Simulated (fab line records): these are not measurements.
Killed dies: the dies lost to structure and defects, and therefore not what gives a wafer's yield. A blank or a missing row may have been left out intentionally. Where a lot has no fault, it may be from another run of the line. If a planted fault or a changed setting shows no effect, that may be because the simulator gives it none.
A lot that was struck, set against a sound lot | flow nand-harc | 15 out of 1159 route steps
Sound: wafers L335.1, L335.3, L335.5. Struck: wafer L349.4 (L349.2, L349.3, from the same lot, were not struck and are left out); the cause is given at the end.
For every step that has rows: the tool of each side, followed by ch and its chambers, followed by its first start. Under that, the readings that differ: sound wafers | struck wafers | difference of the means | sigmas: that difference in standard deviations of wafers without a fault.
alike: same words and numbers on both sides, and readings whose means sit less than 2 such deviations apart. not compared: any withheld reading, any reading some wafer has no value for, any bound like >300 that may hide the same value, and any number with overlapping values for which the record gives no deviation.
Wherever a step has rows on one side only, a row that says differs or no value, or a row with sigmas, the two part there. Numbers that have no deviation but don't overlap get no sigmas and don't part them. Lack of a reading on every wafer of one side parts them only where that side has two or more wafers.

first, 7 steps without rows for these wafers: NHARC_A_BONDPAD_COAT_33 (time 65 s); NHARC_A_BONDPAD_COAT_03 (resist thk 600 nm); NHARC_A_BONDPAD_SOFTBAKE_04 (time 70 s); NHARC_A_BONDPAD_EBR_05; NHARC_A_BONDPAD_EXPOSE_06 (exposes mask A BPAD); NHARC_A_BONDPAD_PEB_07 (peb time 80 s); NHARC_A_BONDPAD_DEVELOP_08 (time 50 s).
NHARC_A_BONDPAD_CD_MEAS_09: the cd target is 500 nm.
  sound on cd-sem-02 ch 0, day 18 13:41; struck on cd-sem-03 ch 0, day 22 08:03
  alike: cd-nm
NHARC_A_BONDPAD_OVL_MEAS_35:
  sound on overlay-01 at day 18 13:46; struck on overlay-01 at day 22 08:08
  alike: overlay-x-nm, overlay-y-nm
then, 1 step without rows for these wafers: NHARC_A_BONDPAD_HARDBAKE_10 (time 65 s).
NHARC_A_BONDPAD_DESCUM_11: chemistry O2, time 3 s.
  sound on rie-diel-01 ch 0,2,3, day 18 13:55; struck on rie-diel-01 ch 0, day 22 08:17
  alike: chamber-pressure-mTorr, drypump-motor-current-A, oes-product-au, rf-vpp-V, showerhead-plenum-p-Torr, throttle-valve-pct
  not compared: rf-hours-counter-h
NHARC_A_BONDPAD_ETCH_34: etches the open film in N2/H2, target depth 60 nm, overetch 18 nm, time 65.91 s.
  sound on rie-diel-01 ch 0,1,3, day 18 14:00; struck on rie-diel-01 ch 3, day 22 08:22
  reading                | sound                | struck | difference | sigmas
  rf-vpp-V (V)           | 425.3 426.4 432.8    | 434.8  | +6.6       | +2
  throttle-valve-pct (%) | 14.162 14.165 14.176 | 14.141 | -0.027     | -3
  alike: chamber-pressure-mTorr, drypump-motor-current-A, oes-product-au, rf-fwd-power-W, showerhead-plenum-p-Torr
  not compared: rf-hours-counter-h
NHARC_A_BONDPAD_ETCH_12: etches the open film in CHF3/O2, target depth 220 nm, time 110 s.
  sound on rie-diel-01 ch 0,1,3, day 18 14:05; struck on rie-diel-01 ch 0, day 22 08:28
  reading               | sound             | struck | difference | sigmas
  oes-product-au (a.u.) | 0.920 0.924 0.913 | 0.728  | -0.191     | -9
  rf-fwd-power-W (W)    | 498.2 499.3 496.6 | 298.3  | -199.7     | -99 or more
  alike: chamber-pressure-mTorr, drypump-motor-current-A, rf-vpp-V, showerhead-plenum-p-Torr, throttle-valve-pct
  not compared: rf-hours-counter-h
NHARC_A_BONDPAD_CD_MEAS_13:
  sound on cd-sem-02 at day 18 14:13; struck on cd-sem-01 at day 22 08:36
  reading    | sound             | struck | difference | sigmas
  cd-nm (nm) | 500.8 496.7 498.6 | 492.9  | -5.8       | -3
NHARC_END_SORT_01:
  sound on prober-01 ch 0, day 20 02:56; struck on prober-01 ch 0, day 23 20:29
  reading                  | sound          | struck | difference | sigmas
  defect-limited-yield (%) | 95.9 96.8 95.4 | 0      | -96        | -74
  killed-at-array          | 27 21 28       | 675    | +650       | +74
  killed-dies              | 28 22 31       | 677    | +650       | +74
  sort_bin_2_pct (%)       | 0.9 1.0 1.2    | 95.7   | +94.7      | +99 or more
  sort-n-pass              | 649 655 646    | 0      | -650       | -74
  sort-rim-yield-pct (%)   | 95.3 95.3 94.3 | 0      | -95        | -35
  sort-yield-pct (%)       | 95.9 96.8 95.4 | 0      | -96        | -74
  alike: killed-at-other, killed-at-periphery, killed-open, killed-short, sort_bin_3_pct, sort_bin_4_pct

## WHERE THEY PART
Last at NHARC_END_SORT_01 as far as this record goes, first at NHARC_A_BONDPAD_ETCH_34.

WHY: what the simulator had put in
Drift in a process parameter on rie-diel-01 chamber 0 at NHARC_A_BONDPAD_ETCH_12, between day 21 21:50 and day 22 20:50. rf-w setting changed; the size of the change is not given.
